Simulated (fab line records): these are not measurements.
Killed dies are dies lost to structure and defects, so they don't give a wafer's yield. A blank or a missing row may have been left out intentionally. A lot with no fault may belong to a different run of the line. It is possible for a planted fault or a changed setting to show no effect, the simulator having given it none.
Matching of chambers	flow n5-finfet	rie-si-02 running N5_FIN_SAQP_MANDREL2_REMOVE_60: 4 sister chambers
The step chemistry HBr/Cl2/O2, target a-Si, stops on SiNx, bt time 10 s. 18 wafers are shown with their chamber, then 9 later ones without.

## EACH WAFER AND ITS CHAMBER
wafer	chamber	oes-product-au (a.u.)	HBr_flow_sccm (sccm)
L076.1	3	1.022	149.5
L076.2	2	1.000	149.6
L076.6	1	0.967	150.2
L081.1	2	1.017	150.1
L081.4	1	0.986	151.1
L081.6	0	1.004	150.1
L082.2	2	1.003	150.4
L082.4	0	1.007	150.1
L082.5	3	1.031	150.9
L083.2	2	1.015	149.9
L083.3	3	1.030	150.1
L083.4	0	1.009	150.3
L084.4	0	0.992	150.5
L084.5	1	0.984	150.4
L084.6	0	1.002	150.4
L090.1	1	0.971	151.0
L090.2	2	0.993	149.7
L090.4	3	1.032	150.0

SIGNATURES (averages over the wafers above)
reading	chamber 0	chamber 1	chamber 2	chamber 3	scatter within a chamber
oes-product-au	1.00280	0.97700	1.00560	1.02875	0.0081
HBr_flow_sccm	150.280	150.675	149.940	150.125	0.391
Rule: a wafer lies at a distance from a chamber equal to the root of the sum of squares, over the readings, of (its reading less the chamber's mean, divided by the reading's scatter). If the next closest chamber is less than 2 further off than the closest, the wafer can't be placed; otherwise it belongs to the closest. The scatter is the square root of a quotient: the sum, over the shown wafers, of each reading's squared deviation from its chamber's mean, divided by wafers minus chambers.

## WAFERS WITHOUT THEIR CHAMBER
wafer	oes-product-au (a.u.)	HBr_flow_sccm (sccm)
L092.1	1.042	149.9
L092.3	1.001	149.8
L092.4	0.986	149.8
L093.1	0.978	150.7
L093.2	1.030	150.5
L093.5	1.006	150.6
L095.4	1.034	150.0
L095.5	0.993	150.1
L095.6	1.023	150.3

## CHAMBER TAKEN BY EACH
wafer	from the rows above	in truth
L092.1	3	3
L092.3	can't be placed: 2 or 0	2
L092.4	can't be placed: 0 or 2 or 1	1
L093.1	1	1
L093.2	3	3
L093.5	can't be placed: 0 or 2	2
L095.4	3	3
L095.5	can't be placed: 0 or 2 or 1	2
L095.6	can't be placed: 3 or 2 or 0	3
4 of 9 placed correctly. Unplaceable from these rows: 5, with the true chamber sitting among the candidates in 5. Wrongly placed: 0.
